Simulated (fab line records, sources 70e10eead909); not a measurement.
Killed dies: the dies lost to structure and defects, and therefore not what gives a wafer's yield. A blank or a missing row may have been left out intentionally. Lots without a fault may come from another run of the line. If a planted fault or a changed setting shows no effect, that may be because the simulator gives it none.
fab line records	flow nandHarc
record: lots: 24	wafers: 72	lastDay: 25
route steps=1159 shown A_CONTACT@860
lots with no fault: from the same line, run without faults
startH: start of the lot's first displayed wafer, in hours after the record's first day	waitH: time in hours since the lot's previous step	" as in the row above	L1.1+2: a row that stands for several wafers	- no value, or no start was given	* or withheld: withheld	< > ~ a bound
route shown NAME@n: NAME is a module with steps in the file, n the number in the route of the first one	usual: the fault-free wafers' mean and standard deviation	same: alike in all rows	chamber/n: place in a boat	sites: the reading at each site	_std_site: the standard deviation of these	_edge_site: mean of outer sites minus mean of inner sites	radiusMm: for every site, how far away it sits from the centre of the wafer	mask NAME#n: copy n	behind: the tool/chamber that last shaped the wafer	hold: cause of the lot's hold/its duration in hours/its outcome	device: which transistor (n, p or np) failed to switch	end of line: the tests these same wafers got at the end of their route	a step with no rows: only its recipe	killed: count of dies lost to structure and defects at first sort (not the wafer's yield)	map: the dies of a wafer, with x for killed, . for not killed, _ for no die there
set.NAME: the setting as run; set.NAME@STEP: as run at that earlier step	model.NAME: the simulator's own value behind a step, which no gauge read
one table for each step of the route and one row for each wafer, over a sample of lots
services: the hour from which a tool's chamber was out of use, counted from the record's first day as startH (under 0 if before that day), plus the number of hours and why
== steps ==
step: NHARC_A_CONTACT_ETCH_50
recipe: targetDepthA: 847	timeS: 42.4	cf4FlowSccm: 100	chf3FlowSccm: 30	arFlowSccm: 0	rfW: 500	biasW: 200	chemistry: CF4/CHF3
usual: drypumpMotorCurrentA: 5.8/0.31	oesProductAu: 0.950/0.025	rfVppV: 370.8/2.7	showerheadPlenumPTorr: 1.58/0.08	throttleValvePct: 16.802/0.0093
lot.wafer	tool	chamber	startH	waitH	drypumpMotorCurrentA	oesProductAu	rfHoursCounterH	rfVppV	showerheadPlenumPTorr	throttleValvePct
L074.2	rieDiel-06	1	-	-	5.8	0.952	20	371.6	1.57	16.814
L074.1	"	3	"	"	6.0	0.960	23	367.2	1.46	16.809
L074.6	"	1	"	"	5.8	0.949	-	371.0	1.57	16.797
L075.2	rieDiel-13	3	-	-	6.1	0.943	35	365.7	1.46	16.804
L075.4	"	0	"	"	5.9	0.897	33	369.6	1.56	16.783
L075.5	"	1	"	"	5.8	0.926	-	367.4	1.50	16.794
L076.1	rieDiel-06	3	-	-	6.0	0.968	27	368.7	1.46	16.800
L076.3	"	2	"	"	5.6	0.964	28	372.9	1.65	16.807
L076.6	"	1	"	"	5.8	0.951	-	370.6	1.57	16.805
L077.4	rieDiel-06	3	-	-	6.0	0.955	30	366.2	1.46	16.790
L077.2	"	0	"	"	5.4	0.925	21	369.0	1.51	16.809
L077.6	"	1	"	"	5.9	0.962	-	371.1	1.57	16.797
L081.2	rieDiel-06	2	-	-	5.6	0.976	32	373.5	1.65	16.804
L081.4	"	0	"	"	5.4	0.962	23	368.9	1.50	16.799
L081.5	"	3	"	"	6.0	0.982	-	368.1	1.46	16.798
L078.2	rieDiel-06	2	-	-	5.6	0.944	33	372.8	1.65	16.803
L078.4	"	3	"	"	6.0	0.935	32	367.0	1.46	16.796
L078.1	"	0	"	"	5.4	0.931	24	367.9	1.50	16.799
L079.3	rieDiel-06	2	-	-	5.6	0.991	33	374.4	1.65	16.811
L079.1	"	0	"	"	5.4	0.945	24	367.2	1.50	16.800
L079.6	"	1	"	"	5.8	0.985	-	371.1	1.57	16.799
L082.3	rieDiel-06	1	-	-	5.9	0.987	0	369.7	1.57	16.802
L082.1	"	3	"	"	6.1	0.949	0	374.9	1.70	16.785
L082.4	"	0	"	"	5.4	0.978	0	367.6	1.50	16.798
L084.2	rieDiel-13	2	-	-	5.2	0.900	53	375.1	1.67	16.801
L084.1	"	3	"	"	6.1	0.957	53	367.0	1.46	16.783
L084.6	"	1	"	"	5.8	0.944	-	368.5	1.49	16.813
L080.1	rieDiel-13	2	-	-	5.2	0.910	56	373.9	1.67	16.796
L080.6	"	0	"	"	5.9	0.908	-	370.8	1.55	16.808
L080.5	"	1	"	"	5.8	0.936	-	368.8	1.49	16.821
L083.2	rieDiel-06	0	-	-	5.4	0.982	3	367.9	1.50	16.802
L083.4	"	2	"	"	5.6	0.970	2	371.5	1.65	16.817
L083.3	"	3	"	"	6.0	0.966	3	374.7	1.70	16.794
L085.1	rieDiel-06	1	-	-	5.8	0.957	3	370.4	1.57	16.805
L085.6	"	3	"	"	6.0	0.933	-	374.3	1.70	16.797
L085.5	"	0	"	"	5.4	0.943	-	367.7	1.50	16.794
L091.3	rieDiel-06	1	-	-	5.8	0.946	6	369.8	1.57	16.808
L091.1	"	2	"	"	5.6	0.953	5	373.2	1.64	16.814
L091.5	"	0	"	"	5.4	0.927	-	368.2	1.50	16.810
L087.4	rieDiel-06	0	-	-	5.4	0.974	8	369.1	1.50	16.809
L087.3	"	2	"	"	5.6	0.969	6	373.1	1.64	16.808
L087.2	"	3	"	"	6.0	0.939	8	373.8	1.70	16.807
L086.2	rieDiel-03	3	-	-	6.2	0.916	30	372.9	1.62	16.783
L086.4	"	0	"	"	6.1	0.926	30	366.8	1.51	16.801
L086.1	"	2	"	"	5.9	0.938	30	374.6	1.69	16.798
L088.1	rieDiel-06	0	-	-	5.4	0.961	9	368.2	1.50	16.791
L088.4	"	2	"	"	5.6	0.987	7	371.5	1.64	16.799
L088.3	"	3	"	"	6.0	0.946	8	373.8	1.70	16.807
L089.4	rieDiel-06	2	-	-	5.6	0.959	9	372.3	1.64	16.806
L089.2	"	3	"	"	6.0	0.939	10	373.4	1.70	16.796
L089.6	"	2	"	"	5.6	0.958	-	372.2	1.64	16.802
L090.4	rieDiel-03	3	-	-	6.2	0.944	36	372.2	1.62	16.805
L090.1	"	1	"	"	6.3	0.966	35	367.6	1.51	16.795
L090.2	"	2	"	"	5.9	0.988	36	374.9	1.69	16.800
L092.4	rieDiel-13	1	-	-	5.8	0.984	12	367.8	1.49	16.801
L092.2	"	2	"	"	5.2	0.938	13	374.6	1.67	16.768
L092.5	"	3	"	"	6.1	0.985	-	374.0	1.70	16.801
L094.1	rieDiel-13	1	-	-	5.8	0.940	15	367.3	1.49	16.813
L094.3	"	3	"	"	6.1	0.957	17	374.0	1.70	16.799
L094.5	"	2	"	"	5.2	0.914	-	374.3	1.66	16.812
L096.1	rieDiel-03	1	-	-	6.4	0.917	39	366.9	1.51	16.799
L096.5	"	1	"	"	6.4	0.919	-	367.9	1.51	16.801
L096.6	"	2	"	"	5.9	0.942	-	373.9	1.69	16.794
L093.2	rieDiel-03	3	-	-	6.2	0.964	40	372.3	1.61	16.821
L093.3	"	0	"	"	6.1	0.965	40	369.2	1.50	16.791
L093.5	"	3	"	"	6.2	0.953	-	371.7	1.61	16.794
L095.1	rieDiel-13	0	-	-	6.0	0.944	20	370.0	1.55	16.802
L095.4	"	1	"	"	5.8	0.976	22	367.2	1.49	16.803
L095.6	"	2	"	"	5.2	0.961	-	373.5	1.66	16.805
L097.4	rieDiel-03	3	-	-	6.2	0.909	45	371.7	1.61	16.802
L097.2	"	0	"	"	6.1	0.928	45	368.1	1.50	16.813
L097.5	"	2	"	"	5.9	0.933	-	372.0	1.69	16.811
step: NHARC_A_CONTACT_ETCH_120
recipe: sourceW: withheld	pressureMtorr: 20	biasV: 3000	timeS: 94	targetDepthA: 9220	arFlowSccm: withheld	c4f8FlowSccm: withheld	o2FlowSccm: withheld	chemistry: C4F8/O2/Ar
lot.wafer	tool	chamber	startH	waitH	rfHoursCounterH
L074.2	harCapEtch-01	1	373.03	0.1	52
L074.1	"	0	"	"	52
L074.6	"	0	"	"	-
L075.2	harCapEtch-02	1	383.21	0.1	9
L075.4	"	0	"	"	-
L075.5	"	1	"	"	-
L076.1	harCapEtch-03	0	391.04	0.1	81
L076.3	"	1	"	"	-
L076.6	"	1	"	"	-
L077.2	harCapEtch-02	1	394.78	0.1	11
L077.4	"	1	"	"	-
L077.6	"	0	"	"	-
L081.2	harCapEtch-03	0	402.97	0.1	83
L081.4	"	0	"	"	-
L081.5	"	1	"	"	-
L078.1	harCapEtch-03	1	406.78	0.1	85
L078.2	"	0	"	"	85
L078.4	"	1	"	"	-
L079.1	harCapEtch-01	0	408.46	0.1	63
L079.3	"	1	"	"	-
L079.6	"	1	"	"	-
L082.1	harCapEtch-03	1	432.74	0.1	88
L082.3	"	0	"	"	-
L082.4	"	1	"	"	-
L084.1	harCapEtch-01	1	432.84	0.1	66
L084.2	"	0	"	"	66
L084.6	"	0	"	"	-
L080.1	harCapEtch-01	0	440.14	0.1	67
L080.5	"	0	"	"	-
L080.6	"	1	"	"	-
L083.2	harCapEtch-02	0	445.63	0.1	18
L083.4	"	1	"	"	-
L083.3	"	0	"	"	-
L085.1	harCapEtch-03	0	446.09	0.1	90
L085.5	"	0	"	"	-
L085.6	"	1	"	"	-
L091.1	harCapEtch-02	1	470.69	0.1	21
L091.3	"	0	"	"	-
L091.5	"	0	"	"	-
L087.2	harCapEtch-01	1	472.89	0.1	72
L087.3	"	0	"	"	-
L087.4	"	1	"	"	-
L086.2	harCapEtch-03	1	474.57	0.1	94
L086.1	"	0	"	"	94
L086.4	"	0	"	"	-
L088.1	harCapEtch-02	1	477.25	0.1	22
L088.3	"	0	"	"	-
L088.4	"	1	"	"	-
L089.2	harCapEtch-02	1	481.34	0.1	24
L089.4	"	1	"	"	-
L089.6	"	1	"	"	-
L090.1	harCapEtch-03	1	493.11	0.1	98
L090.2	"	0	"	"	98
L090.4	"	0	"	"	-
L092.2	harCapEtch-02	0	496.14	0.1	27
L092.4	"	0	"	"	-
L092.5	"	0	"	"	-
L094.1	harCapEtch-03	0	503.57	0.1	100
L094.3	"	1	"	"	-
L094.5	"	1	"	"	-
L096.1	harCapEtch-01	1	503.85	0.1	78
L096.5	"	0	"	"	-
L096.6	"	1	"	"	-
L093.2	harCapEtch-01	1	508.75	0.1	79
L093.3	"	0	"	"	-
L093.5	"	0	"	"	-
L095.1	harCapEtch-01	0	517.97	0.1	82
L095.4	"	1	"	"	-
L095.6	"	1	"	"	-
L097.2	harCapEtch-03	1	519.26	0.1	103
L097.4	"	0	"	"	-
L097.5	"	0	"	"	-
step: NHARC_A_CONTACT_ETCH_124
recipe: sourceW: withheld	pressureMtorr: 20	biasV: withheld	timeS: 140	targetDepthA: 7000	arFlowSccm: withheld	c4f8FlowSccm: withheld	o2FlowSccm: withheld	chemistry: C4F8/O2/Ar
lot.wafer	tool	chamber	startH	waitH	rfHoursCounterH
L074.1	harCapEtch-03	0	382.32	-	79
L074.2	"	1	"	"	79
L074.6	"	1	"	"	-
L075.2	harCapEtch-01	0	392.62	-	58
L075.4	"	0	"	"	-
L075.5	"	0	"	"	-
L076.1	harCapEtch-01	0	398.59	-	60
L076.3	"	0	"	"	-
L076.6	"	0	"	"	-
L077.2	harCapEtch-01	1	402.10	-	61
L077.4	"	1	"	"	-
L077.6	"	1	"	"	-
L081.2	harCapEtch-03	1	409.25	-	85
L081.4	"	0	"	"	-
L081.5	"	1	"	"	-
L078.2	harCapEtch-01	1	412.58	-	63
L078.1	"	0	"	"	63
L078.4	"	1	"	"	-
L079.1	harCapEtch-02	0	414.56	-	14
L079.3	"	1	"	"	-
L079.6	"	0	"	"	-
L082.1	harCapEtch-02	1	438.64	-	16
L082.4	"	1	"	"	-
L082.3	"	0	"	"	-
L084.2	harCapEtch-03	1	438.93	-	88
L084.1	"	0	"	"	88
L084.6	"	0	"	"	-
L080.1	harCapEtch-01	1	446.30	-	69
L080.6	"	1	"	"	-
L080.5	"	0	"	"	-
L083.2	harCapEtch-03	1	452.73	-	91
L083.3	"	0	"	"	-
L083.4	"	1	"	"	-
L085.1	harCapEtch-02	1	453.11	-	19
L085.5	"	0	"	"	-
L085.6	"	1	"	"	-
L091.1	harCapEtch-01	1	477.54	-	73
L091.3	"	1	"	"	-
L091.5	"	0	"	"	-
L087.2	harCapEtch-03	1	478.68	-	94
L087.4	"	1	"	"	-
L087.3	"	0	"	"	-
L086.2	harCapEtch-01	1	484.20	-	74
L086.1	"	0	"	"	74
L086.4	"	1	"	"	-
L088.1	harCapEtch-03	1	485.99	-	96
L088.4	"	0	"	"	-
L088.3	"	1	"	"	-
L089.2	harCapEtch-02	1	492.25	-	25
L089.4	"	1	"	"	-
L089.6	"	0	"	"	-
L090.1	harCapEtch-02	1	500.47	-	27
L090.2	"	0	"	"	27
L090.4	"	1	"	"	-
L092.2	harCapEtch-02	0	503.12	-	29
L092.4	"	1	"	"	-
L092.5	"	0	"	"	-
L094.1	harCapEtch-03	1	509.82	-	101
L094.3	"	0	"	"	-
L094.5	"	0	"	"	-
L096.1	harCapEtch-01	1	510.24	-	80
L096.5	"	1	"	"	-
L096.6	"	0	"	"	-
L093.2	harCapEtch-02	1	514.73	-	31
L093.3	"	0	"	"	-
L093.5	"	0	"	"	-
L095.1	harCapEtch-01	1	523.94	-	83
L095.4	"	0	"	"	-
L095.6	"	0	"	"	-
L097.2	harCapEtch-03	0	525.33	-	103
L097.4	"	0	"	"	-
L097.5	"	1	"	"	-
step: NHARC_A_CONTACT_ETCH_97
recipe: targetDepthA: 200	overEtchFrac: 0.5	timeS: 10	ionEnergyEv: 250	c4f6FlowSccm: 25	o2FlowSccm: 20	arFlowSccm: 500	rfW: 600	biasW: 500	chemistry: C4F6/O2
usual: drypumpMotorCurrentA: 5.8/0.3	oesProductAu: 0.968/0.028	rfVppV: 547/4.1	showerheadPlenumPTorr: 3.93/0.19	throttleValvePct: 26.903/0.0087
lot.wafer	tool	chamber	startH	waitH	drypumpMotorCurrentA	oesProductAu	rfHoursCounterH	rfVppV	showerheadPlenumPTorr	throttleValvePct
L074.1	rieDiel-13	2	-	-	5.2	0.908	36	552	4.17	26.921
L074.2	"	3	"	"	6.1	0.935	36	542	3.65	26.914
L074.6	"	0	"	"	5.9	0.917	-	546	3.89	26.906
L075.2	rieDiel-13	2	-	-	5.1	0.941	38	552	4.17	26.896
L075.4	"	3	"	"	6.1	0.971	39	543	3.65	26.909
L075.5	"	2	"	"	5.2	0.952	-	553	4.17	26.920
L076.1	rieDiel-06	3	-	-	6.0	0.961	31	542	3.65	26.905
L076.3	"	0	"	"	5.4	0.925	22	543	3.76	26.898
L076.6	"	1	"	"	5.8	0.944	-	546	3.91	26.894
L077.2	rieDiel-06	3	-	-	6.1	0.974	32	541	3.65	26.896
L077.4	"	2	"	"	5.6	0.979	32	551	4.10	26.893
L077.6	"	3	"	"	6.1	0.976	-	542	3.65	26.910
L081.4	rieDiel-06	3	-	-	6.0	0.967	34	541	3.65	26.905
L081.2	"	0	"	"	5.4	0.952	25	543	3.76	26.909
L081.5	"	2	"	"	5.6	0.963	-	550	4.10	26.894
L078.2	rieDiel-13	3	-	-	6.1	0.972	47	541	3.65	26.905
L078.1	"	0	"	"	5.9	0.929	43	546	3.88	26.903
L078.4	"	2	"	"	5.2	0.936	47	551	4.16	26.891
L079.1	rieDiel-06	3	416.61	0.1	6.1	0.942	36	540	3.65	26.911
L079.3	"	2	"	"	5.6	0.970	37	551	4.10	26.899
L079.6	"	2	"	"	5.6	0.960	-	550	4.10	26.895
L082.3	rieDiel-06	0	-	-	5.4	0.951	2	542	3.75	26.894
L082.1	"	2	"	"	5.6	0.946	1	550	4.10	26.891
L082.4	"	3	"	"	6.1	0.932	2	554	4.23	26.894
L084.2	rieDiel-06	1	-	-	5.9	0.998	2	546	3.91	26.893
L084.1	"	0	"	"	5.4	0.996	2	543	3.75	26.914
L084.6	"	2	"	"	5.6	1.003	-	551	4.10	26.897
L080.1	rieDiel-06	1	-	-	5.9	0.940	4	548	3.91	26.893
L080.5	"	2	"	"	5.6	0.947	-	550	4.10	26.925
L080.6	"	3	"	"	6.0	0.943	-	554	4.22	26.886
L083.4	rieDiel-03	0	-	-	6.1	1.002	21	545	3.76	26.895
L083.2	"	2	"	"	5.9	1.017	20	553	4.21	26.901
L083.3	"	3	"	"	6.2	0.986	22	550	4.03	26.875
L085.1	rieDiel-06	0	-	-	5.4	0.942	6	543	3.75	26.901
L085.6	"	2	"	"	5.6	0.945	-	551	4.09	26.897
L085.5	"	3	"	"	6.1	0.912	-	554	4.22	26.900
L091.1	rieDiel-13	1	-	-	5.8	0.998	8	544	3.72	26.906
L091.3	"	0	"	"	5.9	0.964	8	545	3.87	26.900
L091.5	"	1	"	"	5.8	0.991	-	542	3.72	26.899
L087.2	rieDiel-13	3	-	-	6.0	1.011	9	554	4.22	26.904
L087.4	"	0	"	"	5.9	0.980	8	546	3.87	26.896
L087.3	"	1	"	"	5.8	1.010	9	543	3.72	26.906
L086.1	rieDiel-13	0	-	-	5.9	0.910	11	545	3.87	26.890
L086.2	"	1	"	"	5.8	0.946	11	543	3.72	26.896
L086.4	"	2	"	"	5.2	0.936	11	550	4.14	26.916
L088.1	rieDiel-13	0	-	-	5.9	0.972	11	544	3.87	26.899
L088.4	"	1	"	"	5.8	0.997	11	544	3.72	26.918
L088.3	"	2	"	"	5.1	0.973	11	553	4.14	26.913
L089.2	rieDiel-03	3	-	-	6.2	0.982	37	549	4.02	26.914
L089.4	"	0	"	"	6.1	0.995	36	543	3.76	26.900
L089.6	"	0	"	"	6.1	0.997	-	543	3.76	26.894
L090.1	rieDiel-06	1	502.63	0.2	5.9	1.010	14	547	3.90	26.908
L090.2	"	3	"	"	6.1	0.979	16	552	4.22	26.900
L090.4	"	3	"	"	6.1	0.988	-	554	4.22	26.903
L092.2	rieDiel-06	1	505.15	0.1	5.8	0.967	15	546	3.90	26.897
L092.4	"	1	"	"	5.8	0.962	-	547	3.90	26.903
L092.5	"	0	"	"	5.4	0.941	-	542	3.74	26.904
L096.1	rieDiel-06	0	-	-	5.4	0.949	18	544	3.74	26.892
L096.5	"	1	"	"	5.8	0.981	-	545	3.90	26.908
L096.6	"	2	"	"	5.6	0.958	-	550	4.09	26.912
L094.3	rieDiel-06	0	-	-	5.4	1.001	18	543	3.74	26.899
L094.1	"	1	"	"	5.8	1.013	17	547	3.90	26.903
L094.5	"	0	"	"	5.4	1.004	-	545	3.74	26.904
L093.3	rieDiel-06	0	-	-	5.4	1.009	19	544	3.74	26.903
L093.2	"	3	"	"	6.1	0.988	18	552	4.22	26.907
L093.5	"	1	"	"	5.8	1.018	-	546	3.90	26.906
L095.1	rieDiel-13	1	-	-	5.8	0.978	25	542	3.71	26.892
L095.4	"	2	"	"	5.2	0.953	27	551	4.13	26.900
L095.6	"	1	"	"	5.8	0.972	-	542	3.71	26.913
L097.2	rieDiel-13	0	-	-	5.9	0.977	24	545	3.86	26.910
L097.4	"	1	"	"	5.8	1.020	26	543	3.71	26.904
L097.5	"	1	"	"	5.8	1.013	-	541	3.71	26.892
step: NHARC_A_CONTACT_CD_MEAS_80
usual: cdNm: 189.4/0.91
lot.wafer	tool	chamber	startH	waitH	cdNm
L074.1	cdSem-01	-	384.89	-	189.9
L074.2	"	-	"	"	189.6
L074.6	"	-	"	"	190.3
L075.2	cdSem-01	-	394.71	-	187.3
L075.4	"	-	"	"	187.9
L075.5	"	-	"	"	187.9
L076.1	cdSem-01	-	400.72	-	189.4
L076.3	"	-	"	"	188.5
L076.6	"	-	"	"	189.7
L077.2	cdSem-02	-	404.23	-	190.1
L077.4	"	-	"	"	191.5
L077.6	"	-	"	"	190.3
L081.2	cdSem-02	-	411.38	-	189.7
L081.4	"	-	"	"	190.1
L081.5	"	-	"	"	189.9
L078.1	cdSem-02	-	414.69	-	188.8
L078.2	"	-	"	"	189.5
L078.4	"	-	"	"	189.8
L079.1	cdSem-01	-	416.69	-	189.0
L079.3	"	-	"	"	189.1
L079.6	"	-	"	"	188.7
L082.1	cdSem-01	-	440.76	-	187.5
L082.3	"	-	"	"	187.1
L082.4	"	-	"	"	188.6
L084.1	cdSem-03	-	441.06	-	189.1
L084.2	"	-	"	"	189.7
L084.6	"	-	"	"	189.2
L080.1	cdSem-02	-	448.43	-	189.4
L080.5	"	-	"	"	188.8
L080.6	"	-	"	"	189.1
L083.2	cdSem-03	-	454.92	-	190.2
L083.3	"	-	"	"	191.3
L083.4	"	-	"	"	190.8
L085.1	cdSem-01	-	460.07	-	190.1
L085.5	"	-	"	"	191.3
L085.6	"	-	"	"	190.2
L091.1	cdSem-01	-	479.63	-	189.2
L091.3	"	-	"	"	189.7
L091.5	"	-	"	"	189.5
L087.2	cdSem-03	-	480.82	-	190.2
L087.3	"	-	"	"	189.5
L087.4	"	-	"	"	189.0
L086.1	cdSem-01	-	486.31	-	190.2
L086.2	"	-	"	"	189.6
L086.4	"	-	"	"	189.9
L088.1	cdSem-02	-	488.60	-	190.1
L088.3	"	-	"	"	191.1
L088.4	"	-	"	"	189.5
L089.2	cdSem-03	-	494.37	-	190.3
L089.4	"	-	"	"	189.6
L089.6	"	-	"	"	189.4
L090.1	cdSem-02	-	502.71	-	189.8
L090.2	"	-	"	"	189.2
L090.4	"	-	"	"	189.7
L092.2	cdSem-03	-	505.24	-	189.5
L092.4	"	-	"	"	189.0
L092.5	"	-	"	"	188.8
L096.1	cdSem-02	-	512.42	-	187.5
L096.5	"	-	"	"	188.2
L096.6	"	-	"	"	187.8
L094.1	cdSem-03	-	512.48	-	189.6
L094.3	"	-	"	"	188.8
L094.5	"	-	"	"	188.5
L093.2	cdSem-02	-	516.82	-	188.2
L093.3	"	-	"	"	188.7
L093.5	"	-	"	"	188.2
L095.1	cdSem-03	-	526.10	-	189.1
L095.4	"	-	"	"	190.5
L095.6	"	-	"	"	189.4
L097.2	cdSem-01	-	527.45	-	190.9
L097.4	"	-	"	"	189.3
L097.5	"	-	"	"	190.8
step: NHARC_A_CONTACT_STRIP_82
recipe: o2FlowSccm: 500	arFlowSccm: 0	biasW: 0	chemistry: O2
usual: drypumpMotorCurrentA: 5.9/0.31	oesProductAu: 0.998/0.014	rfVppV: 57.8/1	showerheadPlenumPTorr: 3.52/0.18	throttleValvePct: 17.036/0.0085
lot.wafer	tool	chamber	startH	waitH	drypumpMotorCurrentA	oesProductAu	rfHoursCounterH	rfVppV	showerheadPlenumPTorr	throttleValvePct
L074.1	rieDiel-06	1	-	-	5.8	0.987	24	58.1	3.52	17.029
L074.2	"	2	"	"	5.6	0.999	27	58.6	3.69	17.036
L074.6	"	2	"	"	5.6	1.004	-	57.5	3.69	17.044
L075.2	rieDiel-06	2	-	-	5.6	1.007	30	57.6	3.69	17.053
L075.4	"	0	"	"	5.3	0.982	21	57.5	3.38	17.029
L075.5	"	2	"	"	5.6	0.999	-	56.4	3.69	17.036
L076.1	rieDiel-13	0	-	-	5.9	0.993	40	57.9	3.49	17.034
L076.3	"	1	"	"	5.8	1.012	36	56.5	3.35	17.035
L076.6	"	1	"	"	5.8	1.009	-	56.8	3.36	17.040
L077.2	rieDiel-06	0	-	-	5.4	0.979	24	57.7	3.37	17.048
L077.4	"	2	"	"	5.6	1.014	33	58.7	3.69	17.037
L077.6	"	3	"	"	6.1	1.011	-	57.1	3.28	17.042
L081.4	rieDiel-13	1	-	-	5.8	1.005	40	57.9	3.35	17.036
L081.2	"	2	"	"	5.2	0.984	47	58.4	3.75	17.038
L081.5	"	0	"	"	6.0	0.985	-	55.7	3.49	17.028
L078.2	rieDiel-13	3	-	-	6.1	1.033	47	58.0	3.27	17.043
L078.1	"	0	"	"	5.9	0.988	43	56.8	3.49	17.038
L078.4	"	2	"	"	5.2	0.989	47	58.5	3.75	17.049
L079.1	rieDiel-06	0	-	-	5.3	0.995	27	58.5	3.37	17.039
L079.3	"	2	"	"	5.6	1.014	37	57.8	3.69	17.024
L079.6	"	2	"	"	5.6	1.013	-	58.3	3.69	17.030
L082.4	rieDiel-13	1	-	-	5.8	0.997	51	56.3	3.35	17.042
L082.1	"	2	"	"	5.2	0.988	58	60.1	3.74	17.045
L082.3	"	3	"	"	6.1	1.026	58	56.2	3.27	17.037
L084.2	rieDiel-13	2	-	-	5.2	0.978	58	58.4	3.74	17.038
L084.1	"	1	"	"	5.9	1.000	51	56.2	3.35	17.031
L084.6	"	3	"	"	6.1	1.019	-	57.3	3.27	17.049
L080.1	rieDiel-06	0	-	-	5.4	0.992	5	59.4	3.37	17.053
L080.6	"	0	"	"	5.4	0.995	-	58.8	3.37	17.024
L080.5	"	1	"	"	5.9	1.007	-	58.2	3.51	17.044
L083.3	rieDiel-06	3	-	-	6.1	0.984	6	57.2	3.80	17.024
L083.4	"	0	"	"	5.4	0.999	6	57.8	3.37	17.041
L083.2	"	1	"	"	5.8	1.002	5	58.8	3.51	17.028
L085.1	rieDiel-06	3	-	-	6.0	0.984	6	57.2	3.80	17.041
L085.6	"	3	"	"	6.1	0.989	-	60.0	3.80	17.036
L085.5	"	0	"	"	5.4	1.007	-	57.3	3.37	17.031
L091.3	rieDiel-03	2	-	-	5.9	1.017	33	58.4	3.79	17.039
L091.1	"	3	"	"	6.2	0.976	33	59.4	3.62	17.036
L091.5	"	2	"	"	5.9	1.006	-	57.7	3.79	17.038
L087.2	rieDiel-03	3	-	-	6.2	0.990	34	59.5	3.62	17.033
L087.4	"	0	"	"	6.1	0.993	33	57.0	3.38	17.028
L087.3	"	2	"	"	5.9	1.005	33	59.2	3.79	17.035
L086.1	rieDiel-03	2	-	-	5.9	1.004	34	58.8	3.79	17.028
L086.2	"	3	"	"	6.2	0.980	35	58.6	3.62	17.054
L086.4	"	0	"	"	6.1	1.005	35	57.3	3.37	17.021
L088.3	rieDiel-13	0	-	-	5.9	0.981	11	58.6	3.48	17.046
L088.4	"	1	"	"	5.8	1.012	11	58.0	3.34	17.043
L088.1	"	2	"	"	5.2	0.978	12	58.9	3.73	17.047
L089.4	rieDiel-03	1	-	-	6.4	0.994	36	56.8	3.39	17.036
L089.2	"	2	"	"	5.9	1.000	36	57.5	3.79	17.057
L089.6	"	0	"	"	6.1	0.998	-	58.6	3.37	17.039
L090.2	rieDiel-03	0	-	-	6.1	0.984	39	57.6	3.37	17.031
L090.1	"	1	"	"	6.4	0.999	39	58.4	3.39	17.028
L090.4	"	3	"	"	6.2	0.985	39	57.4	3.62	17.049
L092.2	rieDiel-06	0	-	-	5.4	1.004	16	58.1	3.36	17.031
L092.4	"	1	"	"	5.8	1.025	-	56.3	3.51	17.037
L092.5	"	3	"	"	6.1	0.984	-	56.2	3.80	17.026
L094.1	rieDiel-06	3	-	-	6.1	0.988	18	58.2	3.80	17.026
L094.3	"	0	"	"	5.4	0.995	18	58.1	3.36	17.037
L094.5	"	2	"	"	5.6	1.000	-	56.2	3.68	17.025
L096.1	rieDiel-13	3	-	-	6.1	1.013	21	58.1	3.80	17.031
L096.5	"	0	"	"	5.9	0.971	-	57.3	3.47	17.031
L096.6	"	1	"	"	5.8	1.006	-	57.2	3.33	17.027
L093.2	rieDiel-06	0	-	-	5.4	0.999	19	57.6	3.36	17.032
L093.3	"	1	"	"	5.8	1.025	17	56.0	3.51	17.043
L093.5	"	2	"	"	5.6	1.008	-	57.5	3.68	17.028
L095.4	rieDiel-03	1	-	-	6.4	0.994	48	56.6	3.38	17.029
L095.1	"	0	"	"	6.1	0.985	48	57.9	3.37	17.034
L095.6	"	1	"	"	6.4	0.982	-	56.7	3.38	17.042
L097.2	rieDiel-06	1	-	-	5.9	1.004	19	58.3	3.50	17.030
L097.4	"	2	"	"	5.6	1.001	15	57.9	3.68	17.029
L097.5	"	3	"	"	6.1	0.977	-	56.5	3.80	17.022
== services ==
tool	chamber	startH	hours	kind
rieDiel-06	0	348.46	-	clean
rieDiel-06	1	348.46	-	clean
rieDiel-06	2	348.46	-	clean
rieDiel-06	3	348.46	-	clean
rieDiel-06	1	349.60	10.7	repair
rieDiel-06	0	361.18	5.0	repair
rieDiel-06	0	372.96	-	clean
rieDiel-06	1	372.96	-	clean
rieDiel-06	2	372.96	-	clean
rieDiel-06	3	372.96	-	clean
rieDiel-03	1	373.11	22.4	repair
rieDiel-03	-	392.36	9.0	pm
rieDiel-06	0	397.46	-	clean
rieDiel-06	1	397.46	-	clean
rieDiel-06	2	397.46	-	clean
rieDiel-06	3	397.46	-	clean
rieDiel-06	-	418.20	9.0	pm
rieDiel-06	0	418.20	9.0	ventCycle
rieDiel-06	1	418.20	9.3	ventCycle
rieDiel-06	2	418.20	9.0	ventCycle
rieDiel-06	3	418.20	9.0	ventCycle
rieDiel-13	-	453.37	9.0	pm
rieDiel-13	-	470.70	1.6	repair
rieDiel-06	2	492.00	16.2	repair
== key ==
fault none
